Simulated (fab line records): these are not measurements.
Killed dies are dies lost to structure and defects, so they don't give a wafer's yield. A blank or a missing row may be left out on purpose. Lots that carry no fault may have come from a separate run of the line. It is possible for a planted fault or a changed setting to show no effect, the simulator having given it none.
fab line records -- flow n5Finfet -- part 2 of 2: steps 5 to 6 of 6
record lots=24, wafers=72, lastDay=19
route steps=1938 shown BEOL_M0_SAQP@649 BEOL_M0_CUTY@708
lots that met no fault: taken from a fault-free run of the same line
startH: hours from the record's opening day to when the first of the lot's shown wafers began -- waitH: hours from the lot's prior step to this one -- " the same as in the row above -- L1.1+2: one row covering several wafers at once -- - value missing, or start not given -- * or withheld: withheld -- < > ~ a bound
route shown NAME@n: names a module that has steps shown in the file, with the first one's number in the route -- usual: the fault-free wafers' mean and standard deviation -- same: alike in all rows -- chamber/n: place in a boat -- sites: readings site by site -- _std_site: the standard deviation of these -- _edge_site: inner sites' mean taken away from outer sites' mean -- radiusMm: for every site, how far away it sits from the centre of the wafer -- mask NAME#n: copy n -- behind: the last tool/chamber to shape the wafer -- hold: why the lot was held/for how many hours/how that ended -- device: the transistor (n, p or np) that didn't switch -- end of line: the same wafers' tests at the end of the route -- a step without rows: its recipe alone -- killed: dies that structure and defects cost at the first sort, which is not the same as the wafer's yield -- map: a wafer's dies, marking killed ones x, the rest . and places with no die _
set.NAME: the run value of the setting; set.NAME@STEP: its run value at that earlier step -- model.NAME: the simulator's own value behind a step, which no gauge read
route steps across a sampled set of lots; one table per step, one row per wafer
services: when a tool's chamber went out of use (startH, in hours from the record's first day, below 0 if earlier), for how many hours, and the reason
## steps
# step N5_BEOL_M0_SAQP_STRIP_75
# recipe chemistry=CF4, resist=SiARC, powerW=300, biasPowerW=75, pressureMtorr=50, cf4FlowSccm=150, rfFrequencyHz=6e+07
# usual drypumpMotorCurrentA=5.6/0.45, oesProductAu=0.182/0.02, rfVppV=271.2/1.7, showerheadPlenumPTorr=1.80/0.064, throttleValvePct=13.57/0.22
lot.wafer,tool,chamber,startH,waitH,drypumpMotorCurrentA,oesProductAu,rfHoursCounterH,rfVppV,showerheadPlenumPTorr,throttleValvePct
L074.1,rieDiel-03,2,111.41,0.1,6.4,0.170,203,272.5,1.85,13.81
L074.2,rieDiel-03,1,111.41,0.1,5.6,0.215,15,271.4,1.83,13.36
L074.6,rieDiel-03,2,111.41,0.1,6.3,0.169,-,272.8,1.85,13.82
L075.2,rieDiel-06,2,118.72,0.1,6.2,0.185,102,268.5,1.67,13.45
L075.3,rieDiel-06,1,118.72,0.1,5.1,0.160,205,269.7,1.71,13.88
L075.5,rieDiel-06,2,118.72,0.1,6.2,0.185,-,268.2,1.67,13.46
L076.1,rieDiel-03,0,131.81,0.1,5.5,0.186,116,271.2,1.80,13.56
L076.4,rieDiel-03,2,131.81,0.1,6.3,0.166,210,272.0,1.85,13.81
L076.5,rieDiel-03,1,131.81,0.1,5.6,0.213,-,270.8,1.83,13.37
L077.2,rieDiel-02,3,132.32,0.1,5.9,0.181,128,271.5,1.81,13.36
L077.3,rieDiel-02,1,132.32,0.1,5.1,0.172,214,272.2,1.85,13.73
L077.4,rieDiel-02,0,132.32,0.1,4.7,0.155,237,272.6,1.84,13.88
L078.2,rieDiel-06,1,136.20,0.1,5.1,0.164,210,269.2,1.71,13.90
L078.5,rieDiel-06,1,136.20,0.1,5.1,0.166,-,269.5,1.71,13.89
L078.6,rieDiel-06,2,136.20,0.1,6.2,0.178,-,269.2,1.67,13.46
L079.1,rieDiel-03,0,140.16,0.1,5.5,0.187,118,271.8,1.80,13.58
L079.3,rieDiel-03,2,140.16,0.1,6.3,0.164,212,272.2,1.85,13.82
L079.5,rieDiel-03,1,140.16,0.1,5.5,0.219,-,272.9,1.83,13.38
L080.4,rieDiel-02,2,148.07,0.1,5.7,0.172,159,273.8,1.87,13.51
L080.5,rieDiel-02,2,148.07,0.1,5.6,0.169,-,272.2,1.87,13.51
L080.6,rieDiel-02,3,148.07,0.1,5.9,0.175,-,271.3,1.80,13.40
L081.2,rieDiel-06,1,155.00,0.1,5.1,0.163,215,268.5,1.71,13.90
L081.3,rieDiel-06,0,155.00,0.1,5.9,0.216,19,270.8,1.76,13.43
L081.4,rieDiel-06,2,155.00,0.1,6.2,0.187,113,269.5,1.67,13.48
L082.2,rieDiel-03,0,158.92,0.1,5.5,0.180,125,272.5,1.80,13.60
L082.3,rieDiel-03,3,158.92,0.1,5.9,0.170,166,270.0,1.79,13.66
L082.5,rieDiel-03,2,158.92,0.1,6.4,0.157,-,271.4,1.84,13.85
L083.2,rieDiel-06,1,165.85,0.1,5.1,0.162,219,269.4,1.71,13.92
L083.3,rieDiel-06,3,165.85,0.1,5.4,0.206,34,273.6,1.90,13.16
L083.5,rieDiel-06,1,165.85,0.1,5.1,0.162,-,269.2,1.71,13.92
L085.1,rieDiel-06,0,177.04,0.1,5.9,0.214,26,269.6,1.76,13.44
L085.2,rieDiel-06,3,177.04,0.1,5.4,0.204,38,274.2,1.90,13.15
L085.5,rieDiel-06,1,177.04,0.1,5.1,0.157,-,268.7,1.71,13.93
L084.3,rieDiel-02,1,183.93,0.1,5.1,0.161,231,273.0,1.84,13.75
L084.4,rieDiel-02,3,183.93,0.1,5.9,0.174,-,271.5,1.80,13.41
L084.5,rieDiel-02,1,183.93,0.1,5.1,0.162,-,271.9,1.84,13.75
L087.1,rieDiel-03,1,190.24,0.1,5.6,0.211,38,271.5,1.83,13.42
L087.4,rieDiel-03,2,190.24,0.1,6.4,0.168,229,273.4,1.84,13.87
L087.6,rieDiel-03,3,190.24,0.1,5.9,0.171,-,272.4,1.79,13.69
L086.1,rieDiel-03,3,193.36,0.1,5.9,0.176,178,271.7,1.79,13.70
L086.3,rieDiel-03,2,193.36,0.1,6.3,0.166,230,270.3,1.84,13.88
L086.4,rieDiel-03,1,193.36,0.1,5.6,0.202,39,272.1,1.82,13.42
L088.2,rieDiel-02,3,199.49,0.1,5.9,0.168,152,270.6,1.80,13.43
L088.3,rieDiel-02,2,199.49,0.1,5.6,0.169,178,273.0,1.86,13.55
L088.6,rieDiel-02,3,199.49,0.1,5.9,0.168,-,271.0,1.80,13.42
L089.1,rieDiel-02,1,202.21,0.1,5.0,0.161,239,272.7,1.84,13.76
L089.3,rieDiel-02,0,202.21,0.1,4.7,0.243,0,273.6,1.84,13.34
L089.5,rieDiel-02,3,202.21,0.1,5.9,0.166,-,272.3,1.80,13.42
L090.1,rieDiel-02,2,208.30,0.1,5.6,0.168,182,272.8,1.86,13.56
L090.2,rieDiel-02,1,208.30,0.1,5.0,0.167,242,271.7,1.84,13.79
L090.3,rieDiel-02,0,208.30,0.1,4.6,0.225,2,271.8,1.83,13.32
L091.3,rieDiel-06,1,214.48,0.1,5.1,0.162,235,268.9,1.70,13.96
L091.4,rieDiel-06,0,214.48,0.1,5.9,0.209,38,269.5,1.75,13.49
L091.5,rieDiel-06,1,214.48,0.1,5.1,0.164,-,268.6,1.70,13.94
L092.1,rieDiel-06,2,222.75,0.1,6.2,0.183,132,268.6,1.66,13.51
L092.3,rieDiel-06,0,222.75,0.1,5.9,0.203,40,268.8,1.75,13.49
L092.4,rieDiel-06,1,222.75,0.1,5.1,0.159,237,269.1,1.70,13.96
L093.1,rieDiel-03,1,226.49,0.1,5.6,0.205,46,271.3,1.82,13.45
L093.4,rieDiel-03,0,226.49,0.1,5.5,0.175,-,269.7,1.79,13.63
L093.5,rieDiel-03,1,226.49,0.1,5.6,0.210,-,270.3,1.82,13.44
L094.3,rieDiel-06,1,232.92,0.1,5.1,0.159,239,267.4,1.70,13.96
L094.4,rieDiel-06,2,232.92,0.1,6.2,0.174,134,267.9,1.66,13.52
L094.6,rieDiel-06,1,232.92,0.1,5.1,0.158,-,270.6,1.70,13.95
L095.2,rieDiel-02,0,238.66,0.1,4.6,0.224,12,271.3,1.83,13.36
L095.3,rieDiel-02,3,238.66,0.1,5.9,0.165,164,270.1,1.79,13.44
L095.5,rieDiel-02,0,238.66,0.1,4.6,0.216,-,273.3,1.83,13.35
L096.2,rieDiel-03,2,244.05,0.1,6.3,0.158,242,272.8,1.84,13.90
L096.3,rieDiel-03,0,244.05,0.1,5.5,0.172,151,271.3,1.79,13.64
L096.5,rieDiel-03,1,244.05,0.1,5.6,0.204,-,271.5,1.82,13.45
L097.3,rieDiel-03,1,249.05,0.1,5.6,0.205,54,271.4,1.82,13.46
L097.5,rieDiel-03,1,249.05,0.1,5.6,0.213,-,272.5,1.82,13.46
L097.6,rieDiel-03,2,249.05,0.1,6.3,0.162,-,272.4,1.84,13.91
# step N5_BEOL_M0_CUTY_CD_MEAS_57
# recipe targetCdNm=200, landingEnergyEv=500, detector=seInlens, polarity=line
# usual cdNm=200.0/0.77
lot.wafer,tool,chamber,startH,waitH,cdNm
L074.1,cdSem-01,0,111.80,-,200.4
L074.2,cdSem-01,0,111.80,-,200.6
L074.6,cdSem-01,0,111.80,-,200.8
L075.2,cdSem-03,0,119.12,-,199.1
L075.3,cdSem-03,0,119.12,-,199.7
L075.5,cdSem-03,0,119.12,-,199.3
L076.1,cdSem-01,0,132.08,-,199.5
L076.4,cdSem-01,0,132.08,-,198.1
L076.5,cdSem-01,0,132.08,-,199.6
L077.2,cdSem-03,0,132.59,-,199.4
L077.3,cdSem-03,0,132.59,-,199.8
L077.4,cdSem-03,0,132.59,-,199.7
L078.2,cdSem-01,0,136.60,-,200.1
L078.5,cdSem-01,0,136.60,-,200.1
L078.6,cdSem-01,0,136.60,-,199.9
L079.1,cdSem-03,0,140.55,-,200.3
L079.3,cdSem-03,0,140.55,-,198.3
L079.5,cdSem-03,0,140.55,-,198.5
L080.4,cdSem-03,0,148.47,-,199.7
L080.5,cdSem-03,0,148.47,-,201.3
L080.6,cdSem-03,0,148.47,-,200.1
L081.2,cdSem-01,0,155.27,-,200.5
L081.3,cdSem-01,0,155.27,-,200.3
L081.4,cdSem-01,0,155.27,-,201.0
L082.2,cdSem-02,0,159.19,-,199.7
L082.3,cdSem-02,0,159.19,-,201.8
L082.5,cdSem-02,0,159.19,-,201.0
L083.2,cdSem-03,0,166.25,-,200.4
L083.3,cdSem-03,0,166.25,-,200.4
L083.5,cdSem-03,0,166.25,-,200.0
L085.1,cdSem-01,0,177.31,-,200.6
L085.2,cdSem-01,0,177.31,-,200.2
L085.5,cdSem-01,0,177.31,-,199.3
L084.3,cdSem-01,0,184.20,-,200.5
L084.4,cdSem-01,0,184.20,-,200.5
L084.5,cdSem-01,0,184.20,-,199.9
L087.1,cdSem-03,0,190.63,-,200.2
L087.4,cdSem-03,0,190.63,-,200.6
L087.6,cdSem-03,0,190.63,-,199.7
L086.1,cdSem-01,0,193.63,-,199.7
L086.3,cdSem-01,0,193.63,-,199.9
L086.4,cdSem-01,0,193.63,-,200.7
L088.2,cdSem-02,0,199.76,-,199.5
L088.3,cdSem-02,0,199.76,-,199.9
L088.6,cdSem-02,0,199.76,-,201.3
L089.1,cdSem-01,0,202.61,-,200.8
L089.3,cdSem-01,0,202.61,-,200.4
L089.5,cdSem-01,0,202.61,-,200.4
L090.1,cdSem-02,0,208.57,-,200.0
L090.2,cdSem-02,0,208.57,-,200.0
L090.3,cdSem-02,0,208.57,-,200.3
L091.3,cdSem-03,0,214.87,-,200.5
L091.4,cdSem-03,0,214.87,-,199.5
L091.5,cdSem-03,0,214.87,-,200.4
L092.1,cdSem-01,0,223.14,-,199.2
L092.3,cdSem-01,0,223.14,-,199.0
L092.4,cdSem-01,0,223.14,-,198.6
L093.1,cdSem-03,0,226.88,-,199.1
L093.4,cdSem-03,0,226.88,-,199.4
L093.5,cdSem-03,0,226.88,-,199.3
L094.3,cdSem-03,0,233.31,-,200.4
L094.4,cdSem-03,0,233.31,-,199.6
L094.6,cdSem-03,0,233.31,-,200.0
L095.2,cdSem-01,0,238.93,-,198.7
L095.3,cdSem-01,0,238.93,-,199.1
L095.5,cdSem-01,0,238.93,-,198.7
L096.2,cdSem-01,0,244.32,-,200.5
L096.3,cdSem-01,0,244.32,-,201.5
L096.5,cdSem-01,0,244.32,-,200.2
L097.3,cdSem-03,0,249.44,-,200.9
L097.5,cdSem-03,0,249.44,-,200.6
L097.6,cdSem-03,0,249.44,-,200.4
## services
tool,chamber,startH,hours,kind
rieDiel-06,1,87.89,3.7,repair
rieDiel-03,1,98.65,2.6,repair
rieSi-02,3,98.89,5.2,repair
rieDiel-03,1,111.75,7.1,repair
rieDiel-03,0,112.81,4.5,repair
rieSi-03,1,147.55,-,clean
rieSi-03,1,147.55,18.7,scheduledDown
rieSi-03,1,147.55,18.7,ventCycle
rieDiel-02,0,177.29,-,clean
rieDiel-02,0,177.29,-,consumableReplace:focusRing
rieDiel-02,0,177.29,24.5,scheduledDown
rieDiel-02,0,177.29,24.5,ventCycle
rieSi-02,-,199.80,2.8,pm
rieSi-04,-,204.69,14.6,pm
rieDiel-03,-,210.92,0.5,repair
rieSi-02,2,216.35,1.3,repair
rieDiel-03,2,224.74,5.5,repair
rieSi-02,-,234.58,1.5,repair
rieDiel-02,1,235.50,-,clean
rieDiel-02,1,235.50,-,consumableReplace:focusRing
rieDiel-02,1,235.50,16.7,scheduledDown
rieDiel-02,1,235.50,16.7,ventCycle
rieDiel-03,3,237.13,57.4,repair
rieSi-02,-,245.58,0.6,repair
